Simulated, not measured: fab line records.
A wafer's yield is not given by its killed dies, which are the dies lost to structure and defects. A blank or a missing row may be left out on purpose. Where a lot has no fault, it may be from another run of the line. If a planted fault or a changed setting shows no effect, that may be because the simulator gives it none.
Which tool did it?    flow nand-harc    13 lots with 38 wafers sampled at 5 steps, on a route of 1302 steps

WHAT EACH GAUGE READ, for each wafer
NHARC_A_CHANNEL_FILL_D1_INSPECT_13. Usual: raw-defect-count reads 317 (standard deviation 110).
lot   measured      on                 raw-defect-count  flag
L795  day 11 02:48  defect-inspect-01  176 201 233       
L796  day 12 02:25  defect-inspect-02  187 307 360       
L797  day 12 10:57  defect-inspect-02  457 353 318       
L802  day 14 15:51  defect-inspect-02  423 351           
L804  day 15 06:08  defect-inspect-01  287 332 158       
L808  day 16 18:23  defect-inspect-01  333 409 293       
L807  day 16 22:56  defect-inspect-02  316 285 302       
L810  day 17 10:46  defect-inspect-01  352 145 359       
L809  day 17 10:47  defect-inspect-02  315 285 262       
L812  day 18 06:19  defect-inspect-02  306 379 197       
L813  day 18 22:35  defect-inspect-02  422 776 337       
L815  day 19 23:32  defect-inspect-02  222 556 190       
L817  day 20 10:17  defect-inspect-02  246 314 358       

NHARC_A_ONON_D2_THK_MEAS_05: measures by ellipsometry. Usual: thk-nm reads 996 nm (standard deviation 10).
lot   measured      on             thk-nm (nm)     flag
L795  day 12 18:27  film-metro-01  1002 1001 1001  
L796  day 13 14:45  film-metro-02  1007 1006 1007  
L797  day 14 01:19  film-metro-02  1012 1011 1012  
L802  day 16 02:47  film-metro-02  987 987         
L804  day 16 23:46  film-metro-01  1001 1002 1001  
L808  day 18 06:53  film-metro-01  1001 1002 1003  
L807  day 18 06:55  film-metro-02  982 983 983     
L810  day 18 21:38  film-metro-01  981 981 980     
L809  day 18 21:33  film-metro-02  1002 999 1000   
L812  day 19 15:29  film-metro-01  980 981 980     
L813  day 20 11:52  film-metro-01  991 989 988     
L815  day 21 09:37  film-metro-01  1005 1005 1007  
L817  day 22 14:21  film-metro-01  1009 1011 1008  

NHARC_END_SORT_01. Usual: killed-at-array 59, standard deviation 20; killed-at-other 0.8, standard deviation 1.2; killed-at-periphery 3.5, standard deviation 2.2; killed-dies 63, standard deviation 20; killed-open 3.3, standard deviation 1.8; killed-short 2.6, standard deviation 1.7.
lot   measured      on         killed-at-array  killed-at-other  killed-at-periphery  killed-dies  killed-open  killed-short  flag
L808  day 29 21:09  prober-02  66 65 60         1 1 0            4 3 5                71 69 65     5 2 3        3 3 4         

WHAT TOOL EACH LOT RAN ON (gives the tool, then ch and the chambers of the sampled wafers, and finally the start)
lot   NHARC_A_CHANNEL_FILL_D1_CMP_10  NHARC_A_DECK1_JOINT_ETCHBACK_00
L795  cmp-01 ch 1,2, day 11 02:23     rie-si-05 ch 0,3, day 11 13:42
L796  cmp-02 ch 1,2,3, day 12 02:01   rie-si-04 ch 1,2,3, day 12 13:26
L797  cmp-02 ch 1,2, day 12 10:32     rie-si-04 ch 0,1,3, day 12 21:35
L802  cmp-02 ch 1,2, day 14 15:29     rie-si-04 ch 0,2, day 15 02:35
L804  cmp-04 ch 0,3, day 15 05:43     rie-si-04 ch 1,2, day 15 17:42
L808  cmp-02 ch 1,2,3, day 16 18:03   rie-si-03 ch 1,2, day 17 05:11
L807  cmp-02 ch 0,1,2, day 16 22:32   rie-si-05 ch 0,1, day 17 09:50
L810  cmp-01 ch 0,2,3, day 17 10:21   rie-si-05 ch 0,2,3, day 17 21:19
L809  cmp-04 ch 1,2,3, day 17 10:24   rie-si-04 ch 0,1,2, day 17 21:19
L812  cmp-04 ch 0,1,3, day 18 05:54   rie-si-04 ch 0,1,3, day 18 16:58
L813  cmp-01 ch 1,2, day 18 22:12     rie-si-03 ch 1,2, day 19 09:44
L815  cmp-01 ch 1,3, day 19 23:09     rie-si-04 ch 1,2,3, day 20 10:47
L817  cmp-01 ch 1,3, day 20 09:53     rie-si-04 ch 0,2,3, day 21 00:33
- NHARC_A_CHANNEL_FILL_D1_CMP_10: polishes, target thk 150 nm.
- NHARC_A_DECK1_JOINT_ETCHBACK_00: etches the open film in HBr, target depth 30 nm, time 17.4 s.

AS READ BY THE TOOLS THEMSELVES (means over the sampled wafers that have a number; for cases with no such wafer, the mark the record gives instead)
NHARC_A_CHANNEL_FILL_D1_CMP_10. Usual: motor-current-A 11.9 A, standard deviation 0.94; time-to-endpoint-s 15.0 s, standard deviation 2.7.
lot   tool    motor-current-A (A)  time-to-endpoint-s (s)  flag
L795  cmp-01  12.0                 16.4                    
L796  cmp-02  12.5                 13.5                    
L797  cmp-02  12.6                 16.3                    
L802  cmp-02  12.5                 16.6                    
L804  cmp-04  11.0                 13.1                    
L808  cmp-02  12.2                 16.9                    
L807  cmp-02  11.8                 14.3                    
L810  cmp-01  11.7                 16.9                    
L809  cmp-04  11.9                 12.5                    
L812  cmp-04  11.8                 11.0                    
L813  cmp-01  12.0                 13.4                    
L815  cmp-01  11.8                 13.6                    
L817  cmp-01  11.9                 16.1                    

NHARC_A_DECK1_JOINT_ETCHBACK_00. Usual: bias-w 59.98 W, standard deviation 0.17; drypump-motor-current-A 5.8 A, standard deviation 0.45; oes-product-au 1.000 a.u., standard deviation 0.011; rf-fwd-power-W 342.2 W, standard deviation 1.3; throttle-valve-pct 23.266 %, standard deviation 0.0089.
lot   tool       bias-w (W)  drypump-motor-current-A (A)  oes-product-au (a.u.)  rf-fwd-power-W (W)  throttle-valve-pct (%)  flag
L795  rie-si-05  59.81       5.3                          0.983                  341.6               23.265                  
L796  rie-si-04  59.86       5.9                          0.997                  342.1               23.267                  
L797  rie-si-04  59.81       6.2                          0.994                  343.4               23.266                  
L802  rie-si-04  59.91       6.0                          0.839                  342.8               23.261                  OFF
L804  rie-si-04  59.89       5.7                          0.949                  342.7               23.265                  OFF
L808  rie-si-03  60.15       5.2                          1.004                  343.3               23.256                  
L807  rie-si-05  59.95       5.2                          1.010                  340.6               23.268                  
L810  rie-si-05  60.12       5.7                          1.009                  341.6               23.255                  
L809  rie-si-04  60.05       6.0                          0.992                  342.6               23.273                  
L812  rie-si-04  60.00       6.2                          0.996                  342.5               23.268                  
L813  rie-si-03  59.76       5.5                          0.999                  342.8               23.262                  
L815  rie-si-04  59.97       5.9                          1.010                  341.8               23.269                  
L817  rie-si-04  60.14       6.1                          0.999                  343.0               23.275                  

THE ANSWER, worked out from the rows above alone
Rule: a lot counts as off when the mean over its wafers that have a number is more than 3 standard deviations away from the usual mean. A lot without any number at a reading at which 4 lots or more have one is off too. Any other lot the step has rows for is counted as sound. After the gauges, taken in route order, come the tools' own readings; for these a lot's mean is taken, as printed above. At the first step where some lot is off, the reading lying furthest off is the one used; lots without a number count as furthest.
Off at NHARC_A_DECK1_JOINT_ETCHBACK_00 (oes-product-au): L802, L804.
If a tool, at that step or one of the process steps before it, ran each lot that is off and ran no sound lot following the first of them, it fits. None of those tried fits.

WHAT THE SIMULATOR PUT IN
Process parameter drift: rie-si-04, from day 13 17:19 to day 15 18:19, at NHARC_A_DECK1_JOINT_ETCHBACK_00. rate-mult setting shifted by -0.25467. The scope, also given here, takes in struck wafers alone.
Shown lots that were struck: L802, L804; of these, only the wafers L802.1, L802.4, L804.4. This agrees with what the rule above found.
